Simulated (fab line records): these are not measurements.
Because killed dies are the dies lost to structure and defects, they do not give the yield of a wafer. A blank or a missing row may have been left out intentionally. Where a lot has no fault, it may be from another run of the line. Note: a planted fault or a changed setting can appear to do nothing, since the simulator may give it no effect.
The tool behind it: which one? ; flow n5Finfet ; 29 wafers from 10 lots sampled at 4 of the route's 1938 steps

== WHAT EACH GAUGE READ, for each wafer ==
N5_MOL_CONTACT_COAG_INSPECT_42: inspects for defects (brightfield).
lot;measured;on;rawDefectCount
L714;day 5 23:19;defectInspect-01;189 213 167
L715;day 6 01:25;defectInspect-02;187 290 306
L720;day 7 13:49;defectInspect-02;194 136
L722;day 7 21:48;defectInspect-02;175 146 162
L727;day 9 03:01;defectInspect-02;329 1323 210
L728;day 9 11:14;defectInspect-02;198 199 152
L731;day 10 02:25;defectInspect-02;1257 303 1283
L732;day 10 07:29;defectInspect-02;1253 1204 1233
L733;day 10 21:47;defectInspect-02;216 322 307
L734;day 11 02:23;defectInspect-02;195 133 178

== WHICH TOOL RAN EACH LOT (tool, then ch and the chambers of the sampled wafers, then the start) ==
lot;N5_MOL_CONTACT_COAG_ALD_131;N5_MOL_CONTACT_COAG_ETCH_91;N5_MOL_CONTACT_COAG_STRIP_119
L714;aldSin-03 ch 0,2,3, day 5 22:14;rieDiel-04 ch 0,1, day 5 22:26;plasmaAsher-02 ch 0,1, day 5 22:45
L715;aldSin-03 ch 0,1,3, day 6 00:20;rieDiel-01 ch 0,1,3, day 6 00:33;plasmaAsher-01 ch 0,1, day 6 00:52
L720;aldSin-04 ch 0,3, day 7 12:22;rieDiel-05 ch 0,1, day 7 12:50;plasmaAsher-01 ch 0,1, day 7 13:08
L722;aldSin-02 ch 0,1,3, day 7 20:38;rieDiel-01 ch 0,1,3, day 7 20:51;plasmaAsher-02 ch 0,1, day 7 21:10
L727;aldSin-02 ch 0,1, day 9 01:56;rieDiel-04 ch 0,2,3, day 9 02:09;plasmaAsher-01 ch 0,1, day 9 02:28
L728;aldSin-04 ch 0,2, day 9 10:08;rieDiel-01 ch 1,3, day 9 10:23;plasmaAsher-02 ch 0,1, day 9 10:41
L731;aldSin-03 ch 0,1,2, day 10 01:05;rieDiel-04 ch 1,2,3, day 10 01:25;plasmaAsher-01 ch 0,1, day 10 01:46
L732;aldSin-03 ch 1,2, day 10 06:15;rieDiel-01 ch 0,3, day 10 06:28;plasmaAsher-01 ch 0, day 10 06:47
L733;aldSin-02 ch 1,2,3, day 10 20:41;rieDiel-04 ch 0,2,3, day 10 20:56;plasmaAsher-02 ch 0,1, day 10 21:14
L734;aldSin-04 ch 2,3, day 11 01:10;rieDiel-05 ch 0,1,2, day 11 01:23;plasmaAsher-02 ch 0,1, day 11 01:42
- N5_MOL_CONTACT_COAG_ALD_131: deposits SiO2, target thk 5 nm, pulse time 1 s, co reactant pulse time 1 s.
- N5_MOL_CONTACT_COAG_ETCH_91: etches SOC in N2/H2, target depth 60 nm, overetch 21 nm, time 101.2 s.
- N5_MOL_CONTACT_COAG_STRIP_119: strips in N2/H2, time 30 s.

== THE ANSWER, worked out from the rows above alone ==
Rule: the usual values come from the lots themselves. The widest of any qualifying gaps counts: lots, ordered by their means at a reading, are off when they make up no more than a third of the lots, leave a main group of 4 or more, and stand apart from it by 3 or more times the standard deviation of that group's means. If all means in a main group match to the digits the tables above print for the reading, that group is not used. Also off: a lot with no number at a reading for which 4 or more lots have one. The other lots that the step has rows for count as sound.
Off: L727, L731, L732, at N5_MOL_CONTACT_COAG_INSPECT_42 (rawDefectCount). The main group has a mean of 201 with a standard deviation of 46.
If a tool, at a process step before that reading, ran all the lots that are off and no sound lot after the first of them, it fits. Those tools and the gauges at N5_MOL_CONTACT_COAG_INSPECT_42 are tried in the same way. One fits: N5_MOL_CONTACT_COAG_STRIP_119 on plasmaAsher-01. A fault onset in the window from L720 (day 7 13:08, its last sound lot) to L727 (day 9 02:28, its first lot off) fits.

== WHAT HAD BEEN PUT IN BY THE SIMULATOR ==
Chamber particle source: plasmaAsher-01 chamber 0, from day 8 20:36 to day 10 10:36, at N5_MOL_CONTACT_COAG_STRIP_119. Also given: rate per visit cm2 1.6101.
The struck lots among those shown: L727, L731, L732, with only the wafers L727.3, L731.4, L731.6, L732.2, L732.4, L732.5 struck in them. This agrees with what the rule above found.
